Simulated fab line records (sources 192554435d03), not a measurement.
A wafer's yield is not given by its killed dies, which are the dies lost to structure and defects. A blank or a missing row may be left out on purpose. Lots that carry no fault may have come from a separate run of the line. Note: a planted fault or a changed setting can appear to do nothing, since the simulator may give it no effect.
Split-lot experiment ; flow n5-finfet ; 7 lots, 21 wafers read, on a route of 1938 steps

THE SPLIT ITSELF
At N5_DUMMY_GATE_COAT_09 (resist thk 30 nm), the setting spin-rpm was moved away from the recipe's 1500 rpm on 3 of the 21 wafers read, by +5.8% to +7.9%. The other wafers ran this setting at the recipe's value.

FROM THE SPLIT TO THE READING: what the file shows between them, 5 steps
- N5_DUMMY_GATE_EBR_11
- N5_DUMMY_GATE_SOFTBAKE_10: time 60 s
- N5_DUMMY_GATE_EXPOSE_12: exposes mask GATE, target cd 25 nm
- N5_DUMMY_GATE_PEB_13: peb time 60 s
- N5_DUMMY_GATE_DEVELOP_14: develop time 30 s

THE READING
CAR-EUV_of_DUMMY_GATE_COAT_09.thk-nm (the simulator's own value, which no gauge read), in nm, at N5_DUMMY_GATE_DESCUM_20 (chemistry O2, time 6.2 s). No usual value for it is given in the file. Average 26.5 nm, standard deviation 0.099 nm, over the 18 wafers here run with the recipe.

wafer;tool, chamber at the split;spin-rpm as run, rpm;against the recipe;CAR-EUV_of_DUMMY_GATE_COAT_09.thk-nm, nm;against lot-mates on the recipe
L076.1;litho-track-02, 0;1500;recipe;26.6;-
L076.6;litho-track-02, 0;1500;recipe;26.6;-
L076.3;litho-track-02, 0;1614;+7.6%;25.6;-1.0
L078.2;litho-track-05, 0;1500;recipe;26.6;-
L078.3;litho-track-05, 0;1500;recipe;26.4;-
L078.6;litho-track-05, 0;1500;recipe;26.4;-
L080.1;litho-track-01, 0;1500;recipe;26.4;-
L080.6;litho-track-01, 0;1500;recipe;26.4;-
L080.5;litho-track-01, 0;1587;+5.8%;25.6;-0.8
L085.1;litho-track-05, 0;1500;recipe;26.6;-
L085.2;litho-track-05, 0;1500;recipe;26.4;-
L085.4;litho-track-05, 0;1500;recipe;26.4;-
L086.1;litho-track-02, 0;1500;recipe;26.6;-
L086.4;litho-track-02, 0;1500;recipe;26.6;-
L086.6;litho-track-02, 0;1500;recipe;26.6;-
L093.2;litho-track-01, 0;1500;recipe;26.4;-
L093.6;litho-track-01, 0;1500;recipe;26.4;-
L093.5;litho-track-01, 0;1618;+7.9%;25.4;-1.0
L094.1;litho-track-01, 0;1500;recipe;26.6;-
L094.4;litho-track-01, 0;1500;recipe;26.6;-
L094.6;litho-track-01, 0;1500;recipe;26.6;-

FIT RESULTS
A straight line over all 21 wafers: CAR-EUV_of_DUMMY_GATE_COAT_09.thk-nm changes by -0.136 nm for each +1% of spin-rpm; r = -0.96; the points scatter about the line by 0.1 nm.
The same after taking each lot's own level away (the mean of its wafers on the recipe; 21 wafers): -0.131 nm for each +1%; r = -0.99; scatter 0.054 nm.
According to that fit, moving spin-rpm by its largest amount changes the reading by 1 nm.
The lots' own levels span 26.40 to 26.60 nm, that is 2.0 times the standard deviation above.
Hence the lot-to-lot level has little effect on the slope; both slopes agree.
Check: with one of the wafers moved furthest among these (+7.9%) left out of the fit, the line predicts -1.05 nm for it against its lot-mates. Against them it came out at -1 nm.

THE WHOLE CHAIN: every reading that the file lists as answering this split, in the file's order
step;what it does;reading;change (the file's fit);r (the file's)
N5_DUMMY_GATE_COAT_09;resist thk 30 nm;CAR-EUV_of_DUMMY_GATE_COAT_09.thk-nm (the simulator's own value, which no gauge read);-0.141 nm for each +1% of the setting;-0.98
N5_DUMMY_GATE_DEVELOP_14;develop time 30 s;CAR-EUV_of_DUMMY_GATE_COAT_09.thk-nm (the simulator's own value, which no gauge read);-0.154 nm for each +1% of the setting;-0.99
N5_DUMMY_GATE_DESCUM_20;chemistry O2, time 6.2 s;CAR-EUV_of_DUMMY_GATE_COAT_09.thk-nm (the simulator's own value, which no gauge read);-0.131 nm for each +1% of the setting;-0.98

FILE'S OWN FIT
CAR-EUV_of_DUMMY_GATE_COAT_09.thk-nm changes by -0.131 nm for each +1% of spin-rpm, r = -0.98.
